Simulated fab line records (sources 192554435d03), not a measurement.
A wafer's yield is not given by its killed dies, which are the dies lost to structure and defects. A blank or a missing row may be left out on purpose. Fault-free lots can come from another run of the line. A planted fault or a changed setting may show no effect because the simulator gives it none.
8D (eight disciplines) problem report, filled in by code :: flow n5-finfet :: the parts of the form that need people (team, actions taken, sign-off) are left out

## 1. WHAT WENT WRONG
A mean of 338.48 C is read at N5_BEOL_M4_ILD_DEP_00 for susceptor-temp-C, taken on 1 wafer of 1 lot, against 349.99 C (standard deviation 0.2) on wafers free of any fault. Measured from the usual mean, that is -58 standard deviations.
The step: deposits SiOC from DEMS/O2, target thk 79 nm, time 15.3 s.
First observed at day 10 20:14: wafer L393.4, on pecvd-03. At this step, 30 wafers from 10 lots have a number in the record. The rule behind "out" and "out of limits": a value lying over 4 standard deviations away from the usual mean. The rest of the wafers with a number are treated as sound.

## 2. WHAT IT IS AND WHAT IT IS NOT
question: which readings at this step
is: susceptor-temp-C
is not: heater-power-w, showerhead-plenum-p-Torr, throttle-valve-pct

question: which lots
is: L393
is not: L382, L386, L387, L390, L391, L400, L403, L404, L405

question: which wafers of those lots
is: L393.4
is not: L393.2, L393.3

question: read on which tools
is: pecvd-03
is not: pecvd-02, pecvd-04

question: when
is: from day 10 20:14
is not: up to then (17 sound wafers); but 12 sound wafers of L400, L403, L404, L405 came after

## 3. SUSPECTS, AND WHAT RULES EACH OUT
Counting: any tool at a process step up to the reading remains a suspect provided it ran every lot that is out. Sound lots after the first of them don't rule it out here, since some wafers of a struck lot are sound.
- pvd-sputter-02 at N5_BEOL_M3_SPUTTER_94 (material Cu, target thk 4.5 nm, time 8.29 s): kept. It ran the lot that is out, L393 (day 10 18:43).
- pvd-sputter-02 at N5_BEOL_M3_ANNEAL_95 (time 240 s): kept. It ran the lot that is out, L393 (day 10 18:47).
- cvd-co-02 at N5_BEOL_M3_PRE_CLEAN_60 (time 15 s): kept. It processed L393, the lot that is out, at day 10 19:56, and its most recent sound lot before then was L391 at day 9 14:09.
- pecvd-03 at N5_BEOL_M4_ILD_DEP_00 (deposits SiOC from DEMS/O2, target thk 79 nm, time 15.3 s): kept. It processed L393, the lot that is out, at day 10 20:14, and its most recent sound lot before then was L390 at day 9 13:15. On those wafers its own readings are out: susceptor-temp-C.
- In cvd-co-02 at N5_BEOL_M3_PRE_CLEAN_60, the wafers that are out were processed in chamber 0 and their sound lot-mates in chambers 1, 2.
- In pecvd-03 at N5_BEOL_M4_ILD_DEP_00, the wafers that are out were processed in chamber 0 and their sound lot-mates in chambers 1, 2.
Left after counting: pvd-sputter-02 at N5_BEOL_M3_SPUTTER_94, pvd-sputter-02 at N5_BEOL_M3_ANNEAL_95, cvd-co-02 at N5_BEOL_M3_PRE_CLEAN_60, pecvd-03 at N5_BEOL_M4_ILD_DEP_00.

## 4. THE CAUSE (what the simulator had put in)
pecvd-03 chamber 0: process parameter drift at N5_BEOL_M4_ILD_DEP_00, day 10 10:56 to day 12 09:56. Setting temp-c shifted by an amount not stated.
After counting, 4 suspects remain, this tool included.

## 5. THE EFFECT CHAIN, in route order
Each row: a reading whose mean over the struck wafers that have a number lies more than 3 standard deviations from the usual. Only readings whose record carries a usual standard deviation are examined. hours: median over the lots of the time between each lot's start at the first step of this table that gives one and its start at this step. sigmas: the change, counted in usual standard deviations.
hours: 0
step: N5_BEOL_M4_ILD_DEP_00
reading: susceptor-temp-C
usual: 349.99 C
on struck wafers: 338.48
change: -11.51
sigmas: -58

hours: 0
step: N5_BEOL_M4_THK_MEAS_01
reading: M4_ILD_THK
usual: 78.9 nm
on struck wafers: 82.0
change: +3.1
sigmas: +3.8
Process steps it contains:
- N5_BEOL_M4_ILD_DEP_00: deposits SiOC from DEMS/O2, target thk 79 nm, time 15.3 s.
Later steps that measure or inspect, where all struck wafers having a row at the step show a number for every such reading and not one has moved that far: N5_BEOL_M4_RC_MEAS_101.

## 6. HOW IT WOULD HAVE BEEN CAUGHT EARLIER
The fault began at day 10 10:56; the first out-of-limits reading in this record came at day 10 20:14, 9 hours later.
